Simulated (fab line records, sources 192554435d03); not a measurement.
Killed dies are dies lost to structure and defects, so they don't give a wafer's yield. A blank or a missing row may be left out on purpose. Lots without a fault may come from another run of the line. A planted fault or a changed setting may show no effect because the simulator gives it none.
fab line records | flow n5_finfet
record lots=7 wafers=39
route steps=1938 shown BEOL_M6@1194 BEOL_M8@1377 BEOL_M11@1539
start_h: hours from the record's first day to the start of the lot's first wafer shown | wait_h: hours since the lot's step before | " the same as in the row above | L1.1+2: a row that stands for several wafers | - no value, or no start given | * or withheld: withheld | < > ~ a bound
route shown NAME@n: a module of which the file shows steps, and the number in the route of the first | usual: mean/standard deviation of fault-free wafers | same: alike in all rows | chamber/n: place in a boat | sites: the reading at each site | _std_site: their standard deviation | _edge_site: outer sites' mean less inner sites' | radius_mm: how far each site lies from the wafer's centre | mask NAME#n: copy n | behind: the tool/chamber that last shaped the wafer | hold: why the lot was held/for how many hours/how that ended | device: the transistor (n, p or np) that didn't switch | end of line: the same wafers' tests at the end of the route | a step without rows: its recipe alone | killed: dies lost to structure and defects at the first sort, not the wafer's yield | map: a wafer's dies, x killed, . not, _ none there
set.NAME: the setting as run; set.NAME@STEP: as run at that earlier step | model.NAME: the simulator's own value behind a step, which no gauge read
lots whose settings were changed on purpose; a table a step, a row a wafer
## steps
# step N5_BEOL_M6_ILD_DEP_00
# recipe material=SiCOH_lowk target_thk_a=1797.5 temp_c=300 precursor=DEMS/porogen pressure_torr=5 rf_w=500 time_s=33.4
# columns lot.wafer tool chamber start_h wait_h set.target_thk_a model.SiCOH_lowk_of_BEOL_M6_ILD_DEP_00.thk_nm
L074.1+6 pecvd-01 0,1 201.44 0.0 1406 142.4
L074.2 " 2 " " 1797.5 179.4
L074.3 " 1 " " 1406 139.6
L074.4 " 2 " " 1797.5 183.2
L074.5 " 0 " " 1797.5 184
L078.1 pecvd-04 1 206.95 0.0 1797.5 181.2
L078.2+6 " 0,2 " " 1797.5 181.8
L078.3 " 2 " " 1797.5 179.4
L078.4 " 0 " " 1797.5 183.6
L078.5 " 1 " " 1797.5 182.6
L080.1 pecvd-04 1 224.96 0.0 1797.5 180
L080.2 " 0 " " 1797.5 179.6
L080.3 " 2 " " 1797.5 178.2
L080.4 " 1 " " 933.6 95.2
L080.5 " 0 " " 933.6 95.4
L080.6 " 2 " " 933.6 93.4
L083.1 pecvd-04 0 232.09 0.0 1797.5 174
L083.2 " 2 " " 1797.5 171.8
L083.3 " 2 " " 1797.5 173.8
L083.4 " 0 " " 1797.5 178.6
L083.5 " 0 " " 1797.5 178
L083.6 " 2 " " 1797.5 175.8
L092.1 pecvd-04 2 280.79 0.0 1797.5 177.8
L092.2 " 0 " " 988.3 99.2
L092.3 " 1 " " 988.3 97.4
L092.4 " 1 " " 1797.5 183.4
L092.5 " 2 " " 988.3 98.2
L092.6 " 0 " " 1797.5 179.6
L090.1 pecvd-03 2 288.78 0.0 918.1 92.2
L090.2 " 1 " " 918.1 90.2
L090.3+5 " 2,1 " " 1797.5 181.8
L090.4 " 1 " " 1797.5 181.4
L090.6 " 2 " " 918.1 92.4
L095.1 pecvd-04 0 326.26 0.0 1797.5 176
L095.3 " 1 " " 1797.5 175.8
L095.5 " 1 " " 1797.5 178.8
# step N5_BEOL_M6_CURE_74
# recipe temp_c=385 time_s=240 ambient=He/Ar material=SiCOH_lowk
# columns lot.wafer tool chamber start_h wait_h set.target_thk_a@BEOL_M6_ILD_DEP_00 model.SiCOH_lowk_of_BEOL_M6_ILD_DEP_00.thk_nm
L074.1 uv_cure-03 2 201.50 0.0 1406 122.6
L074.2 " 2 " " 1797.5 154.8
L074.3 " 2 " " 1406 120
L074.4 " 2 " " 1797.5 158
L074.5 " 2 " " 1797.5 158.8
L074.6 " 2 " " 1406 122.4
L078.1 uv_cure-02 1 207.01 0.0 1797.5 156.4
L078.2+6 " 1 " " 1797.5 156.8
L078.3 " 1 " " 1797.5 154.6
L078.4 " 1 " " 1797.5 158.4
L078.5 " 1 " " 1797.5 157.4
L080.1 uv_cure-02 2 225.47 0.5 1797.5 155.2
L080.2 " 2 " " 1797.5 154.8
L080.3 " 2 " " 1797.5 153.6
L080.4 " 2 " " 933.6 81.8
L080.5 " 2 " " 933.6 82
L080.6 " 2 " " 933.6 80
L083.1 uv_cure-02 1 232.17 0.1 1797.5 150
L083.2 " 1 " " 1797.5 148.2
L083.3 " 1 " " 1797.5 149.8
L083.4 " 1 " " 1797.5 154
L083.5 " 1 " " 1797.5 153.4
L083.6 " 1 " " 1797.5 151.6
L092.1 uv_cure-03 2 280.86 0.0 1797.5 153.4
L092.2 " 2 " " 988.3 85.2
L092.3 " 2 " " 988.3 83.6
L092.4 " 2 " " 1797.5 158.2
L092.5 " 2 " " 988.3 84.2
L092.6 " 2 " " 1797.5 154.8
L090.1 uv_cure-03 1 288.87 0.1 918.1 79
L090.2 " 1 " " 918.1 77.4
L090.3+5 " 1 " " 1797.5 156.8
L090.4 " 1 " " 1797.5 156.4
L090.6 " 1 " " 918.1 79.4
L095.1 uv_cure-01 1 326.32 0.0 1797.5 151.8
L095.3 " 1 " " 1797.5 151.6
L095.5 " 1 " " 1797.5 154.2
# step N5_BEOL_M6_THK_MEAS_01
# recipe reads=SiCOH_lowk_of_BEOL_M6_ILD_DEP_00
# usual M6_ILD_THK=155.3/2.3
# columns lot.wafer tool chamber start_h wait_h set.target_thk_a@BEOL_M6_ILD_DEP_00 M6_ILD_THK[nm]
L074.1 film_metro-02 - 202.02 0.4 1406 122.5
L074.2 " - " " 1797.5 154.7
L074.3 " - " " 1406 120.0
L074.4 " - " " 1797.5 158.0
L074.5 " - " " 1797.5 158.7
L074.6 " - " " 1406 122.5
L078.1 film_metro-01 - 208.00 0.8 1797.5 156.3
L078.2 " - " " 1797.5 156.9
L078.3 " - " " 1797.5 154.7
L078.4 " - " " 1797.5 158.6
L078.5 " - " " 1797.5 157.6
L078.6 " - " " 1797.5 156.7
L080.1 film_metro-02 - 225.98 0.4 1797.5 155.3
L080.2 " - " " 1797.5 154.8
L080.3 " - " " 1797.5 153.5
L080.4 " - " " 933.6 81.7
L080.5 " - " " 933.6 82.0
L080.6 " - " " 933.6 80.0
L083.1 film_metro-01 - 232.69 0.4 1797.5 150.0
L083.2 " - " " 1797.5 148.3
L083.3 " - " " 1797.5 149.8
L083.4 " - " " 1797.5 154.0
L083.5 " - " " 1797.5 153.5
L083.6 " - " " 1797.5 151.6
L092.1 film_metro-02 - 281.37 0.4 1797.5 153.3
L092.2 " - " " 988.3 85.1
L092.3 " - " " 988.3 83.6
L092.4 " - " " 1797.5 158.2
L092.5 " - " " 988.3 84.2
L092.6 " - " " 1797.5 154.8
L090.1 film_metro-01 - 289.38 0.4 918.1 79.1
L090.2 " - " " 918.1 77.4
L090.3 " - " " 1797.5 156.8
L090.4 " - " " 1797.5 156.4
L090.5 " - " " 1797.5 156.7
L090.6 " - " " 918.1 79.3
L095.1 film_metro-01 - 326.83 0.4 1797.5 151.7
L095.3 " - " " 1797.5 151.6
L095.5 " - " " 1797.5 154.4
# step N5_BEOL_M8_TRENCH_ETCH_37
# recipe chemistry=C4F6/O2 target_depth_a=934.78 target=SiCOH_lowk time_s=31.2 ion_energy_ev=250 pressure_mtorr=30 source_w=345 bias_w=185 Ar_flow_sccm=300 C4F6_flow_sccm=10 O2_flow_sccm=10
# columns lot.wafer tool chamber start_h wait_h set.time_s model.BEOL_M8.feature_depth_nm model.etch.depth_nm
L074.1 rie_diel-06 2 - - 31.2 89 88.98
L074.2 " 0 " " 31.2 95 95.05
L074.3 " 3 " " 31.2 90.4 90.32
L074.4 " 2 " " 31.2 89.6 89.67
L074.5 " 0 " " 31.2 95.2 95.3
L074.6 " 3 " " 31.2 90 89.92
L078.1 rie_diel-06 2 - - 38.86 111 111.1
L078.2 " 3 " " 31.2 90 89.99
L078.3 " 0 " " 38.86 119.2 119.1
L078.4 " 0 " " 31.2 95.2 95.27
L078.5 " 3 " " 38.86 112.2 112.1
L078.6 " 2 " " 31.2 89.4 89.33
L080.1 rie_diel-06 0 - - 31.2 94.2 94.19
L080.2 " 2 " " 31.2 89.4 89.45
L080.3 " 1 " " 31.2 96.4 96.45
L080.4 " 3 " " 31.2 89.4 89.32
L080.5 " 1 " " 31.2 96.2 96.16
L080.6 " 0 " " 31.2 94 93.96
L083.1 rie_diel-03 0 - - 31.2 92.6 92.66
L083.2 " 1 " " 31.2 92.8 92.83
L083.3 " 2 " " 31.2 90 89.93
L083.4 " 3 " " 31.2 92.6 92.6
L083.5 " 0 " " 31.2 92 92.06
L083.6 " 1 " " 31.2 93.2 93.1
L092.1 rie_diel-03 3 - - 31.2 93 93.07
L092.2 " 0 " " 21.05 62.2 62.24
L092.3 " 1 " " 31.2 91.4 91.46
L092.4 " 2 " " 21.05 60.4 60.39
L092.5 " 1 " " 31.2 91.6 91.67
L092.6 " 0 " " 21.05 62 61.94
L090.1 rie_diel-01 0 - - 31.2 87.8 87.83
L090.2 " 2 " " 15.57 46.4 46.46
L090.3 " 3 " " 15.57 48.2 48.18
L090.4 " 1 " " 31.2 91 90.91
L090.5 " 0 " " 15.57 44 44.08
L090.6 " 3 " " 31.2 96.8 96.77
L095.1 rie_diel-06 3 - - 31.2 90.8 90.82
L095.3 " 0 " " 31.2 94.2 94.2
L095.5 " 1 " " 31.2 96.2 96.12
# step N5_BEOL_M8_ETCH_41
# recipe chemistry=CH3F/O2 target=SiCN target_depth_a=319 taper_deg=2 time_s=57.8 ion_energy_ev=120 mask_material=TiN pressure_mtorr=30 source_w=395 bias_w=75 Ar_flow_sccm=150 CH3F_flow_sccm=30 O2_flow_sccm=20
# step N5_BEOL_M8_STRIP_80
# recipe chemistry=N2/H2 time_s=10 power_w=450 temp_c=40 pressure_mtorr=20 rf_frequency_hz=6e+07 bias_power_w=7 n2_flow_sccm=200 h2_flow_sccm=200
# step N5_BEOL_M8_OCD_MEAS_38
# usual trench_depth_nm=92.5/2.6
# columns lot.wafer tool chamber start_h wait_h set.time_s@BEOL_M8_TRENCH_ETCH_37 trench_depth_nm
L074.1 ocd-01 - 221.04 - 31.2 88.8
L074.2 " - " " 31.2 94.8
L074.3 " - " " 31.2 89.9
L074.4 " - " " 31.2 89.7
L074.5 " - " " 31.2 94.9
L074.6 " - " " 31.2 89.8
L078.1 ocd-02 - 231.48 - 38.86 111.1
L078.2 " - " " 31.2 90.1
L078.3 " - " " 38.86 118.8
L078.4 " - " " 31.2 95.2
L078.5 " - " " 38.86 111.6
L078.6 " - " " 31.2 88.8
L080.1 ocd-02 - 247.18 - 31.2 94.4
L080.2 " - " " 31.2 89.9
L080.3 " - " " 31.2 96.7
L080.4 " - " " 31.2 89.3
L080.5 " - " " 31.2 96.4
L080.6 " - " " 31.2 94.3
L083.1 ocd-02 - 252.41 - 31.2 91.9
L083.2 " - " " 31.2 92.9
L083.3 " - " " 31.2 90.3
L083.4 " - " " 31.2 92.5
L083.5 " - " " 31.2 92.0
L083.6 " - " " 31.2 93.4
L092.1 ocd-01 - 306.02 - 31.2 93.1
L092.2 " - " " 21.05 61.8
L092.3 " - " " 31.2 91.1
L092.4 " - " " 21.05 60.8
L092.5 " - " " 31.2 91.6
L092.6 " - " " 21.05 61.7
L090.1 ocd-02 - 314.88 - 31.2 87.5
L090.2 " - " " 15.57 46.8
L090.3 " - " " 15.57 48.2
L090.4 " - " " 31.2 90.8
L090.5 " - " " 15.57 43.7
L090.6 " - " " 31.2 96.7
L095.1 ocd-02 - 348.52 - 31.2 90.7
L095.3 " - " " 31.2 94.2
L095.5 " - " " 31.2 96.4
# step N5_BEOL_M8_HM_STRIP_39
# recipe chemistry=peroxide_tin_strip material=TiN target_depth_a=250 temp_c=50 time_s=158
# step N5_BEOL_M8_SRD_40
# recipe time_s=30 temp_c=23 rinse_liquid=diw dry=ipa_marangoni
# step N5_BEOL_M8_ECD_50
# recipe material=Cu target_thk_a=3000
# step N5_BEOL_M8_ANNEAL_51
# recipe temp_c=225 time_s=90 ambient=N2
# step N5_BEOL_M8_CMP_52
# recipe stop_on=SiCOH_lowk t_overpolish_s=6.9 down_force_psi=1 platen_rpm=50 clearing_platen_down_force_psi=1.5 clearing_platen_rpm=50 post_cmp_clean=cu_alkaline target_thk_nm=80 clearing_platen_pad_velocity_m_s=0.99484 pad_velocity_m_s=0.99484
# columns lot.wafer tool chamber start_h wait_h set.time_s@BEOL_M8_TRENCH_ETCH_37 model.Cu_of_BEOL_M8_ECD_50.thk_nm
L074.3 cmp-02 1 223.51 0.2 31.2 78.6
L074.1 " 2 " " 31.2 77.6
L074.4 " 3 " " 31.2 77.8
L074.2 " 0 " " 31.2 79.8
L074.5 " 1 " " 31.2 84.2
L074.6 " 2 " " 31.2 79
L078.1 cmp-02 0 235.41 0.3 38.86 95.6
L078.4 " 1 " " 31.2 82
L078.2 " 2 " " 31.2 77
L078.3 " 3 " " 38.86 106.2
L078.5 " 0 " " 38.86 98
L078.6 " 1 " " 31.2 77.4
L080.4 cmp-01 0 249.91 0.1 31.2 75.8
L080.1 " 1 " " 31.2 79.4
L080.2 " 2 " " 31.2 75.2
L080.3 " 3 " " 31.2 81
L080.5 " 0 " " 31.2 83.6
L080.6 " 1 " " 31.2 80.2
L083.4 cmp-01 1 254.17 0.1 31.2 78.4
L083.1+6 " 2 " " 31.2 78.8
L083.3 " 3 " " 31.2 76
L083.2 " 0 " " 31.2 79
L083.5 " 1 " " 31.2 77.4
L092.1 cmp-04 2 308.04 0.3 31.2 78.4
L092.4 " 3 " " 21.05 45.8
L092.2 " 0 " " 21.05 48.6
L092.3 " 1 " " 31.2 76
L092.5 " 2 " " 31.2 76.8
L092.6 " 3 " " 21.05 47.4
L090.2 cmp-01 3 316.96 0.2 15.57 32.8
L090.4 " 0 " " 31.2 77.4
L090.1 " 1 " " 31.2 75.4
L090.3 " 2 " " 15.57 34.8
L090.5 " 3 " " 15.57 30
L090.6 " 0 " " 31.2 84
L095.1 cmp-04 1 352.52 0.3 31.2 78
L095.3 " 2 " " 31.2 81.2
L095.5 " 3 " " 31.2 82.6
# step N5_BEOL_M8_THK_MEAS_53
# recipe thk_meas_gauge=xrf reads=Cu_of_BEOL_M8_ECD_50
# usual M8_THK=79.5/2.9
# columns lot.wafer tool chamber start_h wait_h set.time_s@BEOL_M8_TRENCH_ETCH_37 M8_THK[nm]
L074.1 film_metro-01 - 223.81 - 31.2 78.4
L074.2 " - " " 31.2 80.9
L074.3 " - " " 31.2 79.5
L074.4 " - " " 31.2 78.9
L074.5 " - " " 31.2 85.2
L074.6 " - " " 31.2 80.0
L078.1 film_metro-01 - 235.71 - 38.86 96.3
L078.2 " - " " 31.2 77.3
L078.3 " - " " 38.86 106.5
L078.4 " - " " 31.2 82.3
L078.5 " - " " 38.86 98.2
L078.6 " - " " 31.2 77.9
L080.1 film_metro-02 - 250.21 - 31.2 79.6
L080.2 " - " " 31.2 75.5
L080.3 " - " " 31.2 81.4
L080.4 " - " " 31.2 76.5
L080.5 " - " " 31.2 84.3
L080.6 " - " " 31.2 80.7
L083.1 film_metro-01 - 254.46 - 31.2 79.4
L083.2 " - " " 31.2 79.8
L083.3 " - " " 31.2 76.7
L083.4 " - " " 31.2 79.1
L083.5 " - " " 31.2 78.3
L083.6 " - " " 31.2 79.6
L092.1 film_metro-02 - 308.33 - 31.2 79.4
L092.2 " - " " 21.05 49.5
L092.3 " - " " 31.2 77.0
L092.4 " - " " 21.05 46.9
L092.5 " - " " 31.2 78.1
L092.6 " - " " 21.05 48.1
L090.1 film_metro-02 - 317.25 - 31.2 75.7
L090.2 " - " " 15.57 32.7
L090.3 " - " " 15.57 34.9
L090.4 " - " " 31.2 77.9
L090.5 " - " " 15.57 30.0
L090.6 " - " " 31.2 84.3
L095.1 film_metro-02 - 352.74 - 31.2 79.1
L095.3 " - " " 31.2 82.4
L095.5 " - " " 31.2 83.6
# step N5_BEOL_M8_PRE_CLEAN_55
# recipe gas=NH3 time_s=15 temp_c=withheld rf_power_w=300
# step N5_BEOL_M8_DEP_56
# recipe material=SiCN target_thk_a=100 temp_c=withheld precursor=3MS/NH3 pressure_torr=3 rf_w=202 time_s=17.5
# step N5_BEOL_M8_RS_MEAS_57
# recipe thk_meas_gauge=four-point-probe reads=Cu_of_BEOL_M8_ECD_50+Co_of_BEOL_M8_CVD_78+TaN_of_BEOL_M8_ALD_77
# usual M8_RS=0.291/0.012
# columns lot.wafer tool chamber start_h wait_h set.time_s@BEOL_M8_TRENCH_ETCH_37 M8_RS[ohm/sq]
L074.1 film_metro-02 - 223.94 0.1 31.2 0.296
L074.2 " - " " 31.2 0.287
L074.3 " - " " 31.2 0.293
L074.4 " - " " 31.2 0.295
L074.5 " - " " 31.2 0.270
L074.6 " - " " 31.2 0.291
L078.1 film_metro-02 - 235.84 0.1 38.86 0.232
L078.2 " - " " 31.2 0.299
L078.3 " - " " 38.86 0.207
L078.4 " - " " 31.2 0.277
L078.5 " - " " 38.86 0.226
L078.6 " - " " 31.2 0.297
L080.1 film_metro-02 - 250.34 0.1 31.2 0.288
L080.2 " - " " 31.2 0.308
L080.3 " - " " 31.2 0.281
L080.4 " - " " 31.2 0.305
L080.5 " - " " 31.2 0.271
L080.6 " - " " 31.2 0.285
L083.1 film_metro-01 - 254.61 0.1 31.2 0.291
L083.2 " - " " 31.2 0.290
L083.3 " - " " 31.2 0.303
L083.4 " - " " 31.2 0.292
L083.5 " - " " 31.2 0.297
L083.6 " - " " 31.2 0.291
L092.1 film_metro-02 - 308.46 0.1 31.2 0.293
L092.2 " - " " 21.05 0.525
L092.3 " - " " 31.2 0.304
L092.4 " - " " 21.05 0.567
L092.5 " - " " 31.2 0.299
L092.6 " - " " 21.05 0.543
L090.1 film_metro-01 - 317.38 0.1 31.2 0.307
L090.2 " - " " 15.57 0.873
L090.3 " - " " 15.57 0.804
L090.4 " - " " 31.2 0.297
L090.5 " - " " 15.57 0.988
L090.6 " - " " 31.2 0.270
L095.1 film_metro-02 - 352.87 0.1 31.2 0.295
L095.3 " - " " 31.2 0.281
L095.5 " - " " 31.2 0.276
# step N5_BEOL_M11_PECVD_70
# recipe material=SiO2 target_thk_a=200 temp_c=400 precursor=TEOS/O2 pressure_torr=5.5 rf_w=450 teos_flow_sccm=53.8 gas=O2 flow_sccm=3000 time_s=22.7
# columns lot.wafer tool chamber start_h wait_h set.time_s model.SiO2_of_BEOL_M11_PECVD_70.thk_nm
L074.1+6 pecvd-04 2 240.99 0.0 22.7 19.8
L074.2 " 0 " " 22.7 20.4
L074.3 " 0 " " 22.7 20.6
L074.4 " 2 " " 22.7 20
L074.5 " 0 " " 22.7 20.8
L078.1+3 pecvd-02 0,1 251.21 0.0 22.7 20.2
L078.2 " 2 " " 22.7 20
L078.4+5+6 " 1,0,2 " " 22.7 20.4
L080.1 pecvd-04 1 269.18 0.0 22.7 19.6
L080.2 " 0 " " 22.7 20.4
L080.3 " 2 " " 29.35 25.4
L080.4 " 0 " " 22.7 20.6
L080.5 " 1 " " 29.35 25.8
L080.6 " 2 " " 29.35 25.6
L083.1+4 pecvd-04 1,2 270.01 0.0 22.7 19.6
L083.2 " 2 " " 22.7 19.4
L083.3 " 0 " " 22.7 20
L083.5 " 0 " " 22.7 20.4
L083.6 " 1 " " 22.7 20.2
L092.1 pecvd-04 2 329.76 0.0 26.26 23
L092.2 " 1 " " 22.7 20
L092.3 " 0 " " 22.7 20.4
L092.4 " 2 " " 22.7 20.2
L092.5 " 1 " " 26.26 23.6
L092.6 " 0 " " 26.26 24
L090.1+2 pecvd-01 2,0 335.92 0.0 22.7 20
L090.3+4 " 1,2 " " 22.7 20.4
L090.5+6 " 1,0 " " 22.7 20.2
L095.1 pecvd-04 2 369.62 0.0 22.7 20
L095.3 " 1 " " 22.7 20.2
L095.5 " 1 " " 22.7 20.4
# step N5_BEOL_M11_HM_DEP_02
# recipe material=TiN target_thk_a=200 temp_c=25 chamber_pressure_pa=0.49996
# step N5_BEOL_M11_COAT_59
# recipe resist=SOC temp_c=250 time_s=60 spin_rpm=1500 resist_thk_nm=100
# step N5_BEOL_M11_ECD_50
# recipe material=Cu target_thk_a=3180
# step N5_BEOL_M11_ANNEAL_51
# recipe temp_c=225 time_s=90 ambient=N2
# step N5_BEOL_M11_CMP_52
# recipe stop_on=SiCOH_lowk t_overpolish_s=7 down_force_psi=1 platen_rpm=50 clearing_platen_down_force_psi=1.5 clearing_platen_rpm=50 post_cmp_clean=cu_alkaline target_thk_nm=140 clearing_platen_pad_velocity_m_s=0.99484 pad_velocity_m_s=0.99484
# usual barrier_field_endpoint_s=29.0/0.77
# columns lot.wafer tool chamber start_h wait_h set.time_s@BEOL_M11_PECVD_70 barrier_field_endpoint_s
L074.4 cmp-03 1 245.98 0.1 22.7 28.9
L074.3 " 2 " " 22.7 30.0
L074.2 " 3 " " 22.7 28.8
L074.1 " 0 " " 22.7 27.9
L074.5 " 1 " " 22.7 29.6
L074.6 " 2 " " 22.7 28.7
L078.1 cmp-03 1 259.87 0.3 22.7 28.4
L078.2 " 2 " " 22.7 29.0
L078.4 " 3 " " 22.7 28.3
L078.3 " 0 " " 22.7 29.1
L078.5 " 1 " " 22.7 29.5
L078.6 " 2 " " 22.7 29.3
L080.1 cmp-01 1 275.88 0.3 22.7 29.4
L080.3 " 2 " " 29.35 35.7
L080.2 " 3 " " 22.7 29.0
L080.4 " 0 " " 22.7 29.5
L080.6 " 1 " " 29.35 36.3
L080.5 " 2 " " 29.35 35.6
L083.4 cmp-01 0 276.16 0.1 22.7 28.3
L083.1 " 1 " " 22.7 28.2
L083.3 " 2 " " 22.7 28.5
L083.2 " 3 " " 22.7 27.8
L083.5 " 0 " " 22.7 29.2
L083.6 " 1 " " 22.7 29.0
L092.2 cmp-04 3 337.69 0.2 22.7 28.3
L092.1 " 0 " " 26.26 31.8
L092.3 " 1 " " 22.7 29.2
L092.4 " 2 " " 22.7 28.5
L092.5 " 3 " " 26.26 31.2
L092.6 " 0 " " 26.26 33.1
L090.2 cmp-01 2 341.34 0.2 22.7 27.9
L090.4 " 3 " " 22.7 29.1
L090.3 " 0 " " 22.7 29.3
L090.1 " 1 " " 22.7 28.5
L090.6 " 2 " " 22.7 29.2
L090.5 " 3 " " 22.7 28.7
L095.3 cmp-03 3 378.87 0.2 22.7 28.9
L095.1 " 1 " " 22.7 28.0
L095.5 " 2 " " 22.7 29.2
## key
split step=N5_BEOL_M6_ILD_DEP_00 setting=target_thk_a stated=1797.5 by=wafer
response step=N5_BEOL_M6_ILD_DEP_00 reading=model.SiCOH_lowk_of_BEOL_M6_ILD_DEP_00.thk_nm change=+1.81 per=1% r=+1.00
response step=N5_BEOL_M6_CURE_74 reading=model.SiCOH_lowk_of_BEOL_M6_ILD_DEP_00.thk_nm change=+1.57 per=1% r=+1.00
response step=N5_BEOL_M6_THK_MEAS_01 reading=M6_ILD_THK change=+1.57 per=1% r=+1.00
split step=N5_BEOL_M8_TRENCH_ETCH_37 setting=time_s stated=31.2 by=wafer
response step=N5_BEOL_M8_TRENCH_ETCH_37 reading=model.BEOL_M8.feature_depth_nm change=+0.919 per=1% r=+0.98
response step=N5_BEOL_M8_TRENCH_ETCH_37 reading=model.etch.depth_nm change=+0.919 per=1% r=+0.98
response step=N5_BEOL_M8_OCD_MEAS_38 reading=trench_depth_nm change=+0.916 per=1% r=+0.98
response step=N5_BEOL_M8_CMP_52 reading=model.Cu_of_BEOL_M8_ECD_50.thk_nm change=+0.914 per=1% r=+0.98
response step=N5_BEOL_M8_THK_MEAS_53 reading=M8_THK change=+0.92 per=1% r=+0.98
response step=N5_BEOL_M8_RS_MEAS_57 reading=M8_RS change=-0.0095 per=1% r=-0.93
split step=N5_BEOL_M11_PECVD_70 setting=time_s stated=22.7 by=wafer
response step=N5_BEOL_M11_PECVD_70 reading=model.SiO2_of_BEOL_M11_PECVD_70.thk_nm change=+0.191 per=1% r=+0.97
response step=N5_BEOL_M11_CMP_52 reading=barrier_field_endpoint_s change=+0.221 per=1% r=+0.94
